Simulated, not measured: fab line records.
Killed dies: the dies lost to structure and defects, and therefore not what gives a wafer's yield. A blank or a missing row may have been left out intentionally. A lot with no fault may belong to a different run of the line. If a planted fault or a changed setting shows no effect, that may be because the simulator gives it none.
fab line records + flow n5Finfet
record
- lots=7
- wafers=39
route steps=1938 shown FIN_SAQP@147 DUMMY_GATE@243 SD_ACTIVATION@331 DUMMY_REMOVAL@382 HKMG_FIN@435 BEOL_M4@1111
startH: hours from the record's first day to the start of the lot's first wafer shown + waitH: how many hours have passed since the lot's step before this one + " as in the row above + L1.1+2: one row covering several wafers at once + - no value present, or no start provided + * or withheld: withheld + < > ~ a bound
route shown NAME@n: names a module that has steps shown in the file, with the first one's number in the route + usual: mean/standard deviation of fault-free wafers + same: alike in all rows + chamber/n: place in a boat + sites: the reading at each site + _std_site: the standard deviation of these + _edge_site: outer sites' mean less inner sites' + radiusMm: how far each site lies from the wafer's centre + mask NAME#n: copy n + behind: the last tool/chamber to shape the wafer + hold: cause of the lot's hold/its duration in hours/its outcome + device: the transistor (n, p or np) that didn't switch + end of line: the route-end tests of the same wafers + a step given without rows: its recipe and nothing more + killed: dies lost to structure and defects at the first sort, not the wafer's yield + map: dies across one wafer; x = killed, . = not, _ = none there
set.NAME: setting as actually run; set.NAME@STEP: the setting as run at that earlier step + model.NAME: the simulator's own value behind a step, which no gauge read
lots where settings were altered on purpose, with a table for each step and a row for each wafer
## steps
# step N5_FIN_SAQP_FIN_ETCH_36
# recipe
- chemistry=HBr/Cl2/O2
- targetDepthA=1200
- maskMaterial=SiNx
- timeS=50.4
- biasW=102
- pressureMtorr=10
- icpW=800
- HBr_flow_sccm=150
- Cl2_flow_sccm=80
- O2_flow_sccm=12
# step N5_DUMMY_GATE_ETCH_31
# recipe
- chemistry=C4F6/O2
- target=SiO2
- maskMaterial=SOC
- targetDepthA=825
- timeS=27.5
- ionEnergyEv=250
- pressureMtorr=30
- sourceW=345
- biasW=185
- Ar_flow_sccm=300
- C4F6_flow_sccm=10
- O2_flow_sccm=10
# step N5_DUMMY_GATE_ETCH_44
# recipe
- chemistry=HBr/O2
- overEtchFrac=0.7
- targetDepthA=1275
- stopOn=SiO2
- ionEnergyEv=60
- biasW=20
- target=poly-Si
- maskMaterial=SiO2
- pressureMtorr=20
- icpW=400
- HBr_flow_sccm=120
- O2_flow_sccm=10
# step N5_SD_ACTIVATION_LSA_01
# recipe
- tempC=1080
- timeS=0.0008
- ambient=N2
# step N5_DUMMY_REMOVAL_PRECLEAN_08
# recipe
- chemistry=NF3:NH3
- afsCycles=2
- tempC=30
- timeS=20
- sublimationTempC=180
- sublimationTimeS=60
- pressureTorr=3
- rfPowerW=30
# step N5_HKMG_FIN_ETCH_32
# recipe
- chemistry=N2/H2
- target=SOC
- targetDepthA=2400
- tempC=40
- timeS=300
- ionEnergyEv=200
- maskMaterial=SiARC
- pressureMtorr=30
- sourceW=840
- biasW=150
- n2FlowSccm=200
- h2FlowSccm=200
# step N5_HKMG_FIN_ALD_72
# recipe
- material=W
- targetThkA=20
- tempC=300
- pressureTorr=7.5
- aldPrecursorFamily=WF6
- aldCoReactant=B2H6
- pulseTimeS=1
- purgeTimeS=2
- coReactantPurgeTimeS=2
- coReactantPulseTimeS=3
- aldCycles=7
# step N5_BEOL_M4_RC_MEAS_101
# usual
- RS_SD_N=28.5/0.4
| lot.wafer | tool      | chamber | startH | waitH | set.icpW@FIN_SAQP_FIN_ETCH_36 | set.targetDepthA@DUMMY_GATE_ETCH_31 | set.targetDepthA@DUMMY_GATE_ETCH_44 | set.timeS@SD_ACTIVATION_LSA_01 | set.afsTargetNm@DUMMY_REMOVAL_PRECLEAN_08 | set.h2FlowSccm@HKMG_FIN_ETCH_32 | set.aldCycles@HKMG_FIN_ALD_72 | RS_SD_N[ohm/sq] |
|-----------|-----------|---------|--------|-------|-------------------------------|-------------------------------------|-------------------------------------|--------------------------------|-------------------------------------------|---------------------------------|-------------------------------|-----------------|
| L074.1    | prober-02 | 0       | 166.83 | 0.0   | 691                           | 825                                 | 1275                                | 0.0008                         | 1.695                                     | 214.5                           | 7                             | 28.9            |
| L074.2    | "         | 0       | "      | "     | 691                           | 776.7                               | 1188                                | 0.0009202                      | 1.5                                       | 214.5                           | 7                             | 28.0            |
| L074.3    | "         | 0       | "      | "     | 800                           | 825                                 | 1188                                | 0.0009202                      | 1.695                                     | 200                             | 7                             | 28.3            |
| L074.4    | "         | 0       | "      | "     | 800                           | 776.7                               | 1275                                | 0.0008                         | 1.5                                       | 214.5                           | 7                             | 28.9            |
| L074.5    | "         | 0       | "      | "     | 691                           | 776.7                               | 1275                                | 0.0009202                      | 1.695                                     | 200                             | 7                             | 28.5            |
| L074.6    | "         | 0       | "      | "     | 800                           | 825                                 | 1188                                | 0.0008                         | 1.5                                       | 200                             | 7                             | 28.6            |
| L077.1    | prober-02 | 0       | 190.60 | 0.0   | 800                           | 720.1                               | 1207                                | 0.001043                       | 1.5                                       | 200                             | 7                             | 27.5            |
| L077.2    | "         | 0       | "      | "     | 800                           | 720.1                               | 1275                                | 0.0008                         | 1.43                                      | 200                             | 8                             | 28.1            |
| L077.3    | "         | 0       | "      | "     | 800                           | 825                                 | 1207                                | 0.0008                         | 1.5                                       | 210.4                           | 7                             | 28.1            |
| L077.4    | "         | 0       | "      | "     | 800                           | 825                                 | 1275                                | 0.0008                         | 1.5                                       | 200                             | 8                             | 28.8            |
| L077.5    | "         | 0       | "      | "     | 800                           | 720.1                               | 1207                                | 0.001043                       | 1.43                                      | 210.4                           | 8                             | 27.4            |
| L077.6    | "         | 0       | "      | "     | 800                           | 825                                 | 1275                                | 0.001043                       | 1.43                                      | 210.4                           | 7                             | 27.9            |
| L082.1    | prober-01 | 0       | 221.92 | 0.0   | 800                           | 825                                 | 1275                                | 0.0009482                      | 1.684                                     | 206.1                           | 7                             | 28.1            |
| L082.2    | "         | 0       | "      | "     | 800                           | 739.2                               | 1378                                | 0.0009482                      | 1.5                                       | 200                             | 7                             | 28.0            |
| L082.3    | "         | 0       | "      | "     | 688.1                         | 739.2                               | 1275                                | 0.0008                         | 1.5                                       | 206.1                           | 6                             | 28.8            |
| L082.4    | "         | 0       | "      | "     | 688.1                         | 825                                 | 1275                                | 0.0008                         | 1.5                                       | 200                             | 6                             | 27.9            |
| L082.5    | "         | 0       | "      | "     | 800                           | 825                                 | 1378                                | 0.0008                         | 1.684                                     | 206.1                           | 7                             | 28.6            |
| L082.6    | "         | 0       | "      | "     | 688.1                         | 739.2                               | 1378                                | 0.0009482                      | 1.684                                     | 200                             | 6                             | 27.7            |
| L085.1    | prober-01 | 0       | 235.41 | 0.0   | 800                           | 825                                 | 1275                                | 0.0006681                      | 1.416                                     | 200                             | 7                             | 29.1            |
| L085.2    | "         | 0       | "      | "     | 800                           | 825                                 | 1275                                | 0.0008                         | 1.5                                       | 200                             | 7                             | 28.7            |
| L085.3    | "         | 0       | "      | "     | 800                           | 825                                 | 1275                                | 0.0006681                      | 1.416                                     | 200                             | 7                             | 29.2            |
| L085.4    | "         | 0       | "      | "     | 800                           | 825                                 | 1275                                | 0.0006681                      | 1.5                                       | 200                             | 7                             | 29.4            |
| L085.5    | "         | 0       | "      | "     | 800                           | 825                                 | 1275                                | 0.0008                         | 1.416                                     | 200                             | 7                             | 28.7            |
| L085.6    | "         | 0       | "      | "     | 800                           | 825                                 | 1275                                | 0.0008                         | 1.5                                       | 200                             | 7                             | 28.7            |
| L088.1    | prober-01 | 0       | 280.83 | 0.0   | 740.3                         | 825                                 | 1275                                | 0.0008                         | 1.5                                       | 200                             | 7                             | 28.7            |
| L088.2    | "         | 0       | "      | "     | 740.3                         | 753.2                               | 1275                                | 0.0008                         | 1.332                                     | 206.6                           | 7                             | 28.9            |
| L088.3    | "         | 0       | "      | "     | 800                           | 753.2                               | 1275                                | 0.0008                         | 1.332                                     | 200                             | 8                             | 28.5            |
| L088.4    | "         | 0       | "      | "     | 800                           | 825                                 | 1155                                | 0.0008                         | 1.5                                       | 206.6                           | 7                             | 28.5            |
| L088.5    | "         | 0       | "      | "     | 800                           | 825                                 | 1155                                | 0.0008                         | 1.332                                     | 200                             | 8                             | 28.1            |
| L088.6    | "         | 0       | "      | "     | 740.3                         | 753.2                               | 1155                                | 0.0008                         | 1.5                                       | 206.6                           | 8                             | 28.3            |
| L091.1    | prober-02 | 0       | 286.19 | 0.0   | 800                           | 825                                 | 1275                                | 0.0008                         | 1.5                                       | 186.5                           | 7                             | 28.0            |
| L091.2    | "         | 0       | "      | "     | 800                           | 825                                 | 1227                                | 0.0008                         | 1.5                                       | 200                             | 8                             | 28.3            |
| L091.3    | "         | 0       | "      | "     | 800                           | 825                                 | 1227                                | 0.0008                         | 1.604                                     | 186.5                           | 7                             | 28.1            |
| L091.4    | "         | 0       | "      | "     | 800                           | 825                                 | 1275                                | 0.0008                         | 1.604                                     | 200                             | 8                             | 28.1            |
| L091.5    | "         | 0       | "      | "     | 800                           | 825                                 | 1275                                | 0.0008                         | 1.5                                       | 186.5                           | 8                             | 28.1            |
| L091.6    | "         | 0       | "      | "     | 800                           | 825                                 | 1227                                | 0.0008                         | 1.604                                     | 200                             | 7                             | 28.4            |
| L092.1    | prober-01 | 0       | 286.71 | 0.0   | 800                           | 825                                 | 1275                                | 0.0008                         | 1.5                                       | 200                             | 7                             | 28.4            |
| L092.3    | "         | 0       | "      | "     | 800                           | 825                                 | 1275                                | 0.0008                         | 1.5                                       | 200                             | 7                             | 28.6            |
| L092.4    | "         | 0       | "      | "     | 800                           | 825                                 | 1275                                | 0.0008                         | 1.5                                       | 200                             | 7                             | 28.9            |
## key
split
- step=N5_FIN_SAQP_FIN_ETCH_36
- setting=icpW
- statedAs=800
response none clear
split
- step=N5_DUMMY_GATE_ETCH_31
- setting=targetDepthA
- statedAs=825
response none clear
split
- step=N5_DUMMY_GATE_ETCH_44
- setting=targetDepthA
- statedAs=1275
response none clear
split
- step=N5_SD_ACTIVATION_LSA_01
- setting=timeS
- statedAs=0.0008
response
- step=N5_BEOL_M4_RC_MEAS_101
- reading=RS_SD_N
- slope=-0.027
- per=1%
- togetherWith=all
- explained=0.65
split
- step=N5_DUMMY_REMOVAL_PRECLEAN_08
- setting=afsTargetNm
- statedAs=1.5
response none clear
split
- step=N5_HKMG_FIN_ETCH_32
- setting=h2FlowSccm
- statedAs=200
response none clear
split
- step=N5_HKMG_FIN_ALD_72
- setting=aldCycles
- statedAs=7
response none clear
